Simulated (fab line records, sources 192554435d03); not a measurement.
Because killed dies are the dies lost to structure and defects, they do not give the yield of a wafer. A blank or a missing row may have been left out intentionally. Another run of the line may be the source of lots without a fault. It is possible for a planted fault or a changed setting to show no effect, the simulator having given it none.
Split-lot experiment :: flow n5_finfet :: 21 wafers read from 7 lots, route of 1938 steps

## THE SPLIT
At N5_BEOL_M0_SAQP_PECVD_96 (deposits a-Si from SiH4/He, target thk 45 nm, time 45.2 s), the setting time_s was moved away from the recipe's 45.2 s on 6 of the 21 wafers read, by -10.2% to +12.9%. For the rest of the wafers, this setting stayed at what the recipe calls for.

## FROM THE SPLIT TO THE READING: what the file shows between them, 3 steps
- N5_BEOL_M0_SAQP_DEVELOP_13: develop time 30 s (also split here: develop_time_s)
- N5_BEOL_M0_SAQP_ETCH_101: etches SiNx in CH3F/O2, target depth 29.9 nm, time 42.7 s
- N5_BEOL_M0_SAQP_ETCH_102: etches SiO2 in CF4, target depth 4 nm, time 4.4 s

## THE READING
etch.depth_nm (the simulator's own value, which no gauge read), in nm, at N5_BEOL_M0_SAQP_MANDREL_ETCH_103 (etches a-Si in HBr/Cl2, stops on SiCN, target depth 45 nm, bt time 10 s, time 27 s). No usual value for it is given in the file. Average 44.79 nm, standard deviation 0.69 nm, over the 15 wafers here run with the recipe.

wafer: L078.1
tool, chamber at the split: pecvd-02, 1
time_s as run, s: 49.4
against the recipe: +9.3%
etch.depth_nm, nm: 48.92
against lot-mates on the recipe: +2.87

wafer: L078.5
tool, chamber at the split: pecvd-02, 2
time_s as run, s: 45.2
against the recipe: recipe
etch.depth_nm, nm: 45.97
against lot-mates on the recipe: -

wafer: L078.6
tool, chamber at the split: pecvd-02, 1
time_s as run, s: 45.2
against the recipe: recipe
etch.depth_nm, nm: 46.14
against lot-mates on the recipe: -

wafer: L079.1
tool, chamber at the split: pecvd-02, 0
time_s as run, s: 40.57
against the recipe: -10.2%
etch.depth_nm, nm: 40.17
against lot-mates on the recipe: no lot-mate on the recipe

wafer: L079.3
tool, chamber at the split: pecvd-02, 2
time_s as run, s: 40.57
against the recipe: -10.2%
etch.depth_nm, nm: 40.07
against lot-mates on the recipe: no lot-mate on the recipe

wafer: L079.5
tool, chamber at the split: pecvd-02, 2
time_s as run, s: 40.57
against the recipe: -10.2%
etch.depth_nm, nm: 40.55
against lot-mates on the recipe: no lot-mate on the recipe

wafer: L085.1
tool, chamber at the split: pecvd-04, 0
time_s as run, s: 45.2
against the recipe: recipe
etch.depth_nm, nm: 44.92
against lot-mates on the recipe: -

wafer: L085.5
tool, chamber at the split: pecvd-04, 2
time_s as run, s: 51.04
against the recipe: +12.9%
etch.depth_nm, nm: 50.44
against lot-mates on the recipe: +5.52

wafer: L085.6
tool, chamber at the split: pecvd-04, 1
time_s as run, s: 51.04
against the recipe: +12.9%
etch.depth_nm, nm: 51.04
against lot-mates on the recipe: +6.12

wafer: L087.1
tool, chamber at the split: pecvd-02, 1
time_s as run, s: 45.2
against the recipe: recipe
etch.depth_nm, nm: 43.45
against lot-mates on the recipe: -

wafer: L087.5
tool, chamber at the split: pecvd-02, 2
time_s as run, s: 45.2
against the recipe: recipe
etch.depth_nm, nm: 44.87
against lot-mates on the recipe: -

wafer: L087.6
tool, chamber at the split: pecvd-02, 1
time_s as run, s: 45.2
against the recipe: recipe
etch.depth_nm, nm: 44.4
against lot-mates on the recipe: -

wafer: L090.2
tool, chamber at the split: pecvd-04, 0
time_s as run, s: 45.2
against the recipe: recipe
etch.depth_nm, nm: 44.42
against lot-mates on the recipe: -

wafer: L090.4
tool, chamber at the split: pecvd-04, 1
time_s as run, s: 45.2
against the recipe: recipe
etch.depth_nm, nm: 45.06
against lot-mates on the recipe: -

wafer: L090.5
tool, chamber at the split: pecvd-04, 0
time_s as run, s: 45.2
against the recipe: recipe
etch.depth_nm, nm: 45.3
against lot-mates on the recipe: -

wafer: L092.2
tool, chamber at the split: pecvd-04, 1
time_s as run, s: 45.2
against the recipe: recipe
etch.depth_nm, nm: 43.64
against lot-mates on the recipe: -

wafer: L092.5
tool, chamber at the split: pecvd-04, 0
time_s as run, s: 45.2
against the recipe: recipe
etch.depth_nm, nm: 44.82
against lot-mates on the recipe: -

wafer: L092.6
tool, chamber at the split: pecvd-04, 1
time_s as run, s: 45.2
against the recipe: recipe
etch.depth_nm, nm: 44.6
against lot-mates on the recipe: -

wafer: L096.1
tool, chamber at the split: pecvd-04, 0,1
time_s as run, s: 45.2
against the recipe: recipe
etch.depth_nm, nm: 44.65
against lot-mates on the recipe: -

wafer: L096.3
tool, chamber at the split: pecvd-04, 0,1
time_s as run, s: 45.2
against the recipe: recipe
etch.depth_nm, nm: 44.64
against lot-mates on the recipe: -

wafer: L096.4
tool, chamber at the split: pecvd-04, 2
time_s as run, s: 45.2
against the recipe: recipe
etch.depth_nm, nm: 45.04
against lot-mates on the recipe: -
Where a row lists several chambers, the file gives one row for several wafers and doesn't say which wafer went through which chamber.

THE FIT
A straight line over all 21 wafers: etch.depth_nm changes by +0.451 nm for each +1% of time_s; r = +0.98; the points scatter about the line by 0.63 nm.
The same after taking each lot's own level away (the mean of its wafers on the recipe; 18 wafers): +0.423 nm for each +1%; r = +0.97; scatter 0.5 nm.
Per that fit: largest time_s move, reading shift of 5.5 nm.
The lots' own levels span 44.240 to 46.055 nm, that is 2.6 times the standard deviation above.
So the lot-to-lot level changes the slope little: the two slopes agree.
Check: for one of the wafers moved furthest among these (+12.9%), held out of the fit, the line's prediction against its lot-mates is +5.39 nm. It came out at +5.52 nm against them.

## FURTHER SPLITS ON THESE WAFERS
These wafers also went through other splits before the reading. Each is held against what the fit with the lots' levels taken away leaves over:
other split on the same wafers: N5_HKMG_FIN_DEVELOP_11 develop_time_s
wafers away from the commonest value: 9
r with etch.depth_nm (lot level and that fit taken away): +0.04

other split on the same wafers: N5_GATE_CUT_COAT_27 spin_rpm
wafers away from the commonest value: 4
r with etch.depth_nm (lot level and that fit taken away): +0.11

other split on the same wafers: N5_GATE_CUT_COAT_07 spin_rpm
wafers away from the commonest value: 7
r with etch.depth_nm (lot level and that fit taken away): -0.45

other split on the same wafers: N5_MOL_CONTACT_COAG_CVD_140 target_thk_a
wafers away from the commonest value: 9
r with etch.depth_nm (lot level and that fit taken away): +0.39

other split on the same wafers: N5_BEOL_M0_SAQP_DEVELOP_13 develop_time_s
wafers away from the commonest value: 6
r with etch.depth_nm (lot level and that fit taken away): +0.21

## THE WHOLE CHAIN: every reading that the file lists as answering this split, in the file's order
step: N5_BEOL_M0_SAQP_PECVD_96
what it does: deposits a-Si from SiH4/He, target thk 45 nm, time 45.2 s
reading: a-Si_of_BEOL_M0_SAQP_PECVD_96.thk_nm (the simulator's own value, which no gauge read)
change (the file's fit): +0.397 nm for each +1% of the setting
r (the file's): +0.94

step: N5_BEOL_M0_SAQP_MANDREL_ETCH_103
what it does: etches a-Si in HBr/Cl2, stops on SiCN, target depth 45 nm, bt time 10 s, time 27 s
reading: etch.depth_nm (the simulator's own value, which no gauge read)
change (the file's fit): +0.402 nm for each +1% of the setting
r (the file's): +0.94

## FILE'S OWN FIT
etch.depth_nm changes by +0.402 nm for each +1% of time_s, r = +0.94.
